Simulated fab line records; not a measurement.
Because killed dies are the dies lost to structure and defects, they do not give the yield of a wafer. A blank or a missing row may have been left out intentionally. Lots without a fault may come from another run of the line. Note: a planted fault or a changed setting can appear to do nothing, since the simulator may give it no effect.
Lot-split experiment ; flow n5Finfet ; on a route of 1938 steps: 7 lots, 21 wafers read

## THE SPLIT ITSELF
At N5_BEOL_M0_SAQP_PECVD_03 (deposits SiCN from 3MS/NH3, target thk 12 nm, time 21.1 s), the setting timeS was moved away from the recipe's 21.1 s on 9 of the 21 wafers read, by -10.0% to +13.9%. The other wafers ran this setting at the recipe's value.

## FROM THE SPLIT TO THE READING: what the file shows between them, 5 steps
- N5_BEOL_M0_SAQP_PEB_12: peb time 60 s (also split here: pebTimeS)
- N5_BEOL_M0_SAQP_DEVELOP_13: develop time 30 s
- N5_BEOL_M0_SAQP_CD_MEAS_14: target cd 42.5 nm
- N5_BEOL_M0_SAQP_ETCH_101: etches SiNx in CH3F/O2, target depth 29.9 nm, time 42.7 s
- N5_BEOL_M0_SAQP_ETCH_102: etches SiO2 in CF4, target depth 4 nm, time 4.4 s

## THE READING
SiCN_of_BEOL_M0_SAQP_PECVD_03.thkNm (the simulator's own value, which no gauge read), in nm, at N5_BEOL_M0_SAQP_MANDREL_ETCH_103 (etches a-Si in HBr/Cl2, stops on SiCN, target depth 45 nm, bt time 10 s, time 27 s). The file gives no usual value for it. The 12 wafers here that ran the recipe average 8.9 nm, standard deviation 0.19 nm.

wafer;tool, chamber at the split;timeS as run, s;against the recipe;SiCN_of_BEOL_M0_SAQP_PECVD_03.thkNm, nm;against lot-mates on the recipe
L078.2;pecvd-04, 2;22.11;+4.8%;9.2;+0.4
L078.4;pecvd-04, 2;21.1;recipe;8.8;-
L078.5;pecvd-04, 0;22.11;+4.8%;9.6;+0.8
L080.2;pecvd-01, 0;22.27;+5.5%;9.4;no lot-mate on the recipe
L080.3;pecvd-01, 1;22.27;+5.5%;9.6;no lot-mate on the recipe
L080.6;pecvd-01, 0;22.27;+5.5%;9.8;no lot-mate on the recipe
L083.2;pecvd-04, 1;19;-10.0%;7.4;-1.6
L083.4;pecvd-04, 0;21.1;recipe;9;-
L083.5;pecvd-04, 2;19;-10.0%;7.6;-1.4
L085.1;pecvd-04, 2;21.1;recipe;8.6;-
L085.4;pecvd-04, 1;24.03;+13.9%;10.6;+1.8
L085.6;pecvd-04, 0;21.1;recipe;9;-
L086.4;pecvd-04, 0,2,1;21.1;recipe;8.8;-
L086.5;pecvd-04, 0,2,1;21.1;recipe;8.8;-
L086.6;pecvd-04, 0,2,1;21.1;recipe;8.6;-
L091.3;pecvd-01, 0,1;21.1;recipe;9.2;-
L091.6;pecvd-01, 0,1;21.1;recipe;9.2;-
L091.4;pecvd-01, 2;19.27;-8.7%;8;-1.2
L095.1;pecvd-01, 2;21.1;recipe;8.8;-
L095.2;pecvd-01, 0,1;21.1;recipe;8.8;-
L095.3;pecvd-01, 0,1;21.1;recipe;8.8;-
When a row names more than one chamber, that row covers several wafers, and the file does not tell which wafer ran in which chamber.

THE FIT
A straight line over all 21 wafers: SiCN_of_BEOL_M0_SAQP_PECVD_03.thkNm changes by +0.126 nm for each +1% of timeS; r = +0.97; the points scatter about the line by 0.19 nm.
The same after taking each lot's own level away (the mean of its wafers on the recipe; 18 wafers): +0.138 nm for each +1%; r = +0.99; scatter 0.12 nm.
Per that fit: largest timeS move, reading shift of 1.9 nm.
From 8.73 to 9.20 nm: that is the span of the lots' own levels, equal to 2.5 times the standard deviation above.
So the lot-to-lot level changes the slope little: the two slopes agree.
Check: with one of the wafers moved furthest among these (+13.9%) left out of the fit, the line predicts +1.97 nm for it against its lot-mates. It came out at +1.8 nm against them.

## OTHER SPLITS ON THESE WAFERS
These wafers also went through other splits before the reading. Each is held against what the fit with the lots' levels taken away leaves over:
other split on the same wafers;wafers away from the commonest value;r with SiCN_of_BEOL_M0_SAQP_PECVD_03.thkNm (lot level and that fit taken away)
N5_DUMMY_GATE_ETCH_42 biasW;7;+0.10
N5_SD_EPI_P_PEB_07 pebTimeS;7;-0.12
N5_SD_EPI_P_DEVELOP_08 developTimeS;5;+0.09
N5_ILD0_CMP_12 downForcePsi;9;-0.07
N5_GATE_CUT_COAT_35 spinRpm;7;-0.38
N5_MOL_CONTACT_COAG_ETCH_110 sourceW;9;+0.29
N5_MOL_CONTACT_COAG_ETCH_67 sourceW;6;-0.28
N5_BEOL_M0_SAQP_PEB_12 pebTimeS;5;+0.12

## THE WHOLE CHAIN: every reading that the file lists as answering this split, in the file's order
step;what it does;reading;change (the file's fit);r (the file's)
N5_BEOL_M0_SAQP_PECVD_03;deposits SiCN from 3MS/NH3, target thk 12 nm, time 21.1 s;SiCN_of_BEOL_M0_SAQP_PECVD_03.thkNm (the simulator's own value, which no gauge read);+0.133 nm for each +1% of the setting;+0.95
N5_BEOL_M0_SAQP_MANDREL_ETCH_103;etches a-Si in HBr/Cl2, stops on SiCN, target depth 45 nm, bt time 10 s, time 27 s;SiCN_of_BEOL_M0_SAQP_PECVD_03.thkNm (the simulator's own value, which no gauge read);+0.136 nm for each +1% of the setting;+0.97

## FILE'S OWN FIT
SiCN_of_BEOL_M0_SAQP_PECVD_03.thkNm changes by +0.136 nm for each +1% of timeS, r = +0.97.
